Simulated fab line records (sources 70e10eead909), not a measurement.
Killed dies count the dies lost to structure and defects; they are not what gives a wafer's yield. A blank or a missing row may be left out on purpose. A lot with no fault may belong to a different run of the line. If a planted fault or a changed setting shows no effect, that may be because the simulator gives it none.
Commonality check across tools || flow nand harc || 11 lots and 33 wafers in the sample

## WHAT PROMPTED THE OPENING
On 2 of the 11 lots, a flag is raised at NHARC_A_ZERO_WELL_INSPECT_17 on the reading raw defect count. No-fault wafers: 11, standard deviation 6.1.
Rule: flag the lot when none of its wafers has a number, or when each of its wafers that has one lies beyond 4 standard deviations from that mean. As for the other lots, they are considered sound.

{"lot": "L701", "measured": "day 7 03:18", "on": "defect inspect-02", "raw defect count, wafer by wafer": "14 8 13", "flag": ""}
{"lot": "L702", "measured": "day 7 16:03", "on": "defect inspect-01", "raw defect count, wafer by wafer": "2 12 3", "flag": ""}
{"lot": "L704", "measured": "day 7 16:40", "on": "defect inspect-01", "raw defect count, wafer by wafer": "3 8 6", "flag": ""}
{"lot": "L706", "measured": "day 8 16:54", "on": "defect inspect-02", "raw defect count, wafer by wafer": "1 9 3", "flag": ""}
{"lot": "L709", "measured": "day 9 15:07", "on": "defect inspect-02", "raw defect count, wafer by wafer": "10 6 9", "flag": ""}
{"lot": "L710", "measured": "day 9 18:16", "on": "defect inspect-02", "raw defect count, wafer by wafer": "8 6 31", "flag": ""}
{"lot": "L714", "measured": "day 10 10:08", "on": "defect inspect-01", "raw defect count, wafer by wafer": "366 399 353", "flag": "FLAGGED"}
{"lot": "L716", "measured": "day 10 17:27", "on": "defect inspect-01", "raw defect count, wafer by wafer": "17 6 12", "flag": ""}
{"lot": "L720", "measured": "day 11 14:22", "on": "defect inspect-01", "raw defect count, wafer by wafer": "3 2 12", "flag": ""}
{"lot": "L719", "measured": "day 11 14:46", "on": "defect inspect-02", "raw defect count, wafer by wafer": "396 371 382", "flag": "FLAGGED"}
{"lot": "L722", "measured": "day 12 11:53", "on": "defect inspect-01", "raw defect count, wafer by wafer": "6 9 7", "flag": ""}
The numbers of the flagged lots are 378 on average: +367 against the usual, or +60 standard deviations.

## WHICH TOOL RAN EACH LOT
3 process steps preceding the reading are held in the record, out of 1159 steps in the route. Read each cell as the tool, then ch plus the chambers that the sampled wafers visited, then the start.
{"lot": "L701", "flag": "", "NHARC_P_BONDPAD_DESCUM_11": "rie diel-09 ch 0,1,2, day 6 21:47", "NHARC_P_BONDPAD_ETCH_24": "rie diel-09 ch 1,2,3, day 7 01:05 or earlier", "NHARC_A_ZERO_WELL_PRECLEAN_00": "wet bench-05 ch 3,5,7, day 7 01:05"}
{"lot": "L702", "flag": "", "NHARC_P_BONDPAD_DESCUM_11": "rie diel-09 ch 0,2,3, day 7 10:43", "NHARC_P_BONDPAD_ETCH_24": "rie diel-09 ch 0,1,2, day 7 13:57 or earlier", "NHARC_A_ZERO_WELL_PRECLEAN_00": "wet bench-05 ch 0,6,7, day 7 13:57"}
{"lot": "L704", "flag": "", "NHARC_P_BONDPAD_DESCUM_11": "rie diel-09 ch 1,2, day 7 11:15", "NHARC_P_BONDPAD_ETCH_24": "rie diel-09 ch 0,1,2, day 7 14:26 or earlier", "NHARC_A_ZERO_WELL_PRECLEAN_00": "wet bench-05 ch 0,3,7, day 7 14:26"}
{"lot": "L706", "flag": "", "NHARC_P_BONDPAD_DESCUM_11": "rie diel-09 ch 1,2,3, day 8 11:34", "NHARC_P_BONDPAD_ETCH_24": "rie diel-09 ch 0,3, day 8 14:42 or earlier", "NHARC_A_ZERO_WELL_PRECLEAN_00": "wet bench-05 ch 0,6,7, day 8 14:42"}
{"lot": "L709", "flag": "", "NHARC_P_BONDPAD_DESCUM_11": "rie diel-02 ch 0,2, day 9 09:40", "NHARC_P_BONDPAD_ETCH_24": "rie diel-09 ch 1,2, day 9 12:55 or earlier", "NHARC_A_ZERO_WELL_PRECLEAN_00": "wet bench-05 ch 0,3,6, day 9 12:55"}
{"lot": "L710", "flag": "", "NHARC_P_BONDPAD_DESCUM_11": "rie diel-08 ch 0,1,2, day 9 12:49", "NHARC_P_BONDPAD_ETCH_24": "rie diel-09 ch 0,2,3, day 9 16:01 or earlier", "NHARC_A_ZERO_WELL_PRECLEAN_00": "wet bench-06 ch 2,4,5, day 9 16:01"}
{"lot": "L714", "flag": "FLAGGED", "NHARC_P_BONDPAD_DESCUM_11": "rie diel-08 ch 1,2,3, day 10 04:29", "NHARC_P_BONDPAD_ETCH_24": "rie diel-08 ch 1,2,3, day 10 08:00 or earlier", "NHARC_A_ZERO_WELL_PRECLEAN_00": "wet bench-05 ch 3,4,7, day 10 08:00"}
{"lot": "L716", "flag": "", "NHARC_P_BONDPAD_DESCUM_11": "rie diel-08 ch 1,2,3, day 10 12:02", "NHARC_P_BONDPAD_ETCH_24": "rie diel-09 ch 0,2, day 10 15:14 or earlier", "NHARC_A_ZERO_WELL_PRECLEAN_00": "wet bench-02 ch 0,1,7, day 10 15:14"}
{"lot": "L720", "flag": "", "NHARC_P_BONDPAD_DESCUM_11": "rie diel-09 ch 0,1, day 11 09:01", "NHARC_P_BONDPAD_ETCH_24": "rie diel-02 ch 0,1, day 11 12:08 or earlier", "NHARC_A_ZERO_WELL_PRECLEAN_00": "wet bench-06 ch 1,4,5, day 11 12:08"}
{"lot": "L719", "flag": "FLAGGED", "NHARC_P_BONDPAD_DESCUM_11": "rie diel-09 ch 0,1, day 11 09:22", "NHARC_P_BONDPAD_ETCH_24": "rie diel-09 ch 0,2,3, day 11 12:32 or earlier", "NHARC_A_ZERO_WELL_PRECLEAN_00": "wet bench-05 ch 0,3,4, day 11 12:32"}
{"lot": "L722", "flag": "", "NHARC_P_BONDPAD_DESCUM_11": "rie diel-09 ch 0,2,3, day 12 06:15", "NHARC_P_BONDPAD_ETCH_24": "rie diel-09 ch 0,3, day 12 09:25 or earlier", "NHARC_A_ZERO_WELL_PRECLEAN_00": "wet bench-06 ch 1,3,4, day 12 09:25"}
These steps, and what they do:
- NHARC_P_BONDPAD_DESCUM_11: chemistry O2, time 3 s.
- NHARC_P_BONDPAD_ETCH_24: etches the open film in CF4/N2, target depth 30 nm, time 72.99 s.
- NHARC_A_ZERO_WELL_PRECLEAN_00: cleans in SPM, time 600 s.
- NHARC_A_ZERO_WELL_INSPECT_17

## FLAGGED OVER TOTAL, TOOL BY TOOL (the gauges that took the reading come last)
{"step": "NHARC_P_BONDPAD_DESCUM_11", "tool": "rie diel-02", "lots run": 1, "flagged": 0, "share of the flagged lots": "none", "sound lots run after its first flagged lot": "-"}
{"step": "NHARC_P_BONDPAD_DESCUM_11", "tool": "rie diel-08", "lots run": 3, "flagged": 1, "share of the flagged lots": "some", "sound lots run after its first flagged lot": "1 (L716)"}
{"step": "NHARC_P_BONDPAD_DESCUM_11", "tool": "rie diel-09", "lots run": 7, "flagged": 1, "share of the flagged lots": "some", "sound lots run after its first flagged lot": "1 (L722)"}
{"step": "NHARC_P_BONDPAD_ETCH_24", "tool": "rie diel-02", "lots run": 1, "flagged": 0, "share of the flagged lots": "none", "sound lots run after its first flagged lot": "-"}
{"step": "NHARC_P_BONDPAD_ETCH_24", "tool": "rie diel-08", "lots run": 1, "flagged": 1, "share of the flagged lots": "some", "sound lots run after its first flagged lot": 0}
{"step": "NHARC_P_BONDPAD_ETCH_24", "tool": "rie diel-09", "lots run": 9, "flagged": 1, "share of the flagged lots": "some", "sound lots run after its first flagged lot": "1 (L722)"}
{"step": "NHARC_A_ZERO_WELL_PRECLEAN_00", "tool": "wet bench-02", "lots run": 1, "flagged": 0, "share of the flagged lots": "none", "sound lots run after its first flagged lot": "-"}
{"step": "NHARC_A_ZERO_WELL_PRECLEAN_00", "tool": "wet bench-05", "lots run": 7, "flagged": 2, "share of the flagged lots": "all", "sound lots run after its first flagged lot": 0}
{"step": "NHARC_A_ZERO_WELL_PRECLEAN_00", "tool": "wet bench-06", "lots run": 3, "flagged": 0, "share of the flagged lots": "none", "sound lots run after its first flagged lot": "-"}
{"step": "NHARC_A_ZERO_WELL_INSPECT_17", "tool": "defect inspect-01", "lots run": 6, "flagged": 1, "share of the flagged lots": "some", "sound lots run after its first flagged lot": "3 (L716,L720,L722)"}
{"step": "NHARC_A_ZERO_WELL_INSPECT_17", "tool": "defect inspect-02", "lots run": 5, "flagged": 1, "share of the flagged lots": "some", "sound lots run after its first flagged lot": 0}
Because NHARC_P_BONDPAD_ETCH_24 lacks a start for some lots, the hours and order of its lots are taken from NHARC_A_ZERO_WELL_PRECLEAN_00.

## WHAT THE TABLE ALLOWS
All flagged lots share 1 row of the table, namely wet bench-05 at NHARC_A_ZERO_WELL_PRECLEAN_00.
- wet bench-05 at NHARC_A_ZERO_WELL_PRECLEAN_00 ran 7 lots, 2 of them flagged. Its last sound lot is L709 (day 9 12:55), its first flagged lot L714 (day 10 08:00): a fault that began between those two fits.
Just one tool remains: wet bench-05 at NHARC_A_ZERO_WELL_PRECLEAN_00.

## WHAT THE SIMULATOR HAD INSERTED
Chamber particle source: wet bench-05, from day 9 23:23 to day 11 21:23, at NHARC_A_ZERO_WELL_PRECLEAN_00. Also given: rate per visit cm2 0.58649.
Shown lots that were struck: L714, L719. The rule above reached the same finding.
